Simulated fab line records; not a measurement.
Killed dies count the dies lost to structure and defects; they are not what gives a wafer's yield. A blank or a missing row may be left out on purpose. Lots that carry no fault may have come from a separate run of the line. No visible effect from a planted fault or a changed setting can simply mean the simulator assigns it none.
A lot that was struck, set against a sound lot / flow nand-harc / 14 out of 1302 route steps
Sound: wafers L628.1, L628.5, L628.6. Struck: wafer L637.2. (L637.6 of the same lot was not struck and is left out.) The cause comes at the end.
For every step that has rows: the tool of each side, followed by ch and its chambers, followed by its first start. Under that, the readings that differ: sound wafers / struck wafers / difference of the means / sigmas: that difference in standard deviations of wafers without a fault.
alike: readings whose means differ by less than 2 such deviations, and words and numbers that are the same on both sides. not compared: withheld readings, readings that some wafer has no value for, bounds like >300 that may hide the same value, and numbers for which the record gives no deviation and whose values overlap.
A row with sigmas, a row that says differs or no value, or rows on one side alone: a step with any of these is where the two part. Non-overlapping numbers with no deviation appear without sigmas and do not part them. Lack of a reading on every wafer of one side parts them only where that side has two or more wafers.

NHARC_P_CONTACT_DESCUM_17: chemistry O2, time 3 s.
  sound on rie-diel-05 ch 1,2, day 10 01:23; struck on rie-diel-13 ch 1, day 13 16:55
reading=rf-vpp-V (V); sound=56.5 56.6 56.4; struck=58.9; difference=+2.4; sigmas=+3
reading=showerhead-plenum-p-Torr (Torr); sound=1.79 1.90 1.79; struck=2.03; difference=+0.20; sigmas=+3
  alike: drypump-motor-current-A, oes-product-au, throttle-valve-pct
  not compared: rf-hours-counter-h
NHARC_P_CONTACT_ETCH_35: etches the open film in CF4, target depth 39 nm, time 65 s.
  sound on rie-diel-05 ch 0,1, day 10 01:30; struck on rie-diel-13 ch 2, day 13 17:00
reading=oes-product-au (a.u.); sound=1.007 1.009 1.019; struck=0.989; difference=-0.023; sigmas=-2
  alike: drypump-motor-current-A, rf-vpp-V, showerhead-plenum-p-Torr, throttle-valve-pct
  not compared: rf-hours-counter-h
NHARC_P_CONTACT_ETCH_36: etches the open film in N2/H2, target depth 260 nm, time 406.25 s.
  sound: rie-diel-05 ch 0,1,2; struck: rie-diel-13 ch 2
reading=oes-product-au (a.u.); sound=1.019 1.008 1.026; struck=0.980; difference=-0.038; sigmas=-3
reading=rf-vpp-V (V); sound=425.9 428.7 429.9; struck=433.4; difference=+5.2; sigmas=+2
reading=showerhead-plenum-p-Torr (Torr); sound=1.91 1.95 2.02; struck=2.13; difference=+0.17; sigmas=+2
  alike: drypump-motor-current-A, throttle-valve-pct
  not compared: rf-hours-counter-h
then, 3 steps without rows for these wafers: NHARC_P_CONTACT_ETCH_18 (etches the open film in C4F8/O2/Ar, target depth 481 nm, time 240.5 s); NHARC_P_CONTACT_STRIP_37 (strips in C4F8/O2/Ar); NHARC_P_CONTACT_ETCH_31 (etches the open film in CH3F/O2, target depth 30 nm, time 85.7 s).
NHARC_P_CONTACT_CD_MEAS_19:
  sound on cd-sem-03, day 10 02:25; struck on cd-sem-02, day 13 17:46
  alike: cd-nm
NHARC_P_CONTACT_STRIP_28: strips in O2.
  sound on rie-diel-13 ch 1,2, day 10 02:29; struck on rie-diel-05 ch 1, day 13 17:52
reading=rf-vpp-V (V); sound=59.2 58.5 59.1; struck=57.0; difference=-1.9; sigmas=-2
  alike: drypump-motor-current-A, oes-product-au, showerhead-plenum-p-Torr, throttle-valve-pct
  not compared: rf-hours-counter-h
then, 3 steps without rows for these wafers: NHARC_P_CONTACT_STRIP_29 (strips in post etch residue remover, time 1200 s); NHARC_P_CONTACT_DEGAS_38 (time 60 s); NHARC_P_CONTACT_PRE_CLEAN_39 (time 19.5 s).
NHARC_P_CONTACT_PVD_32: deposits Ti, target thk 5 nm, time 17.7 s.
  sound on pvd-sputter-02; struck on pvd-sputter-01
  alike: throttle-valve-pct
NHARC_P_CONTACT_ALD_22: deposits TiN, target thk 3 nm, pulse time 1 s, ald cycles 150.
  sound on ald-metal-01 ch 1,2,3, day 10 03:26; struck on ald-metal-03 ch 2, day 13 18:49
reading=ald-cycles; sound=150 150 150; struck=145; difference=-5; sigmas=
  alike: heater-power-w, precursor-pulse-height-rel
then, 1 step without rows for these wafers: NHARC_P_CONTACT_CVD_23 (deposits W, target thk 200 nm, time 557 s).

## WHERE THEY PART
Earliest at NHARC_P_CONTACT_DESCUM_17; latest, in this record, at NHARC_P_CONTACT_STRIP_28. Later steps at which nothing parts them and some readings are alike: NHARC_P_CONTACT_PVD_32, NHARC_P_CONTACT_ALD_22.

WHY: the cause the simulator had injected
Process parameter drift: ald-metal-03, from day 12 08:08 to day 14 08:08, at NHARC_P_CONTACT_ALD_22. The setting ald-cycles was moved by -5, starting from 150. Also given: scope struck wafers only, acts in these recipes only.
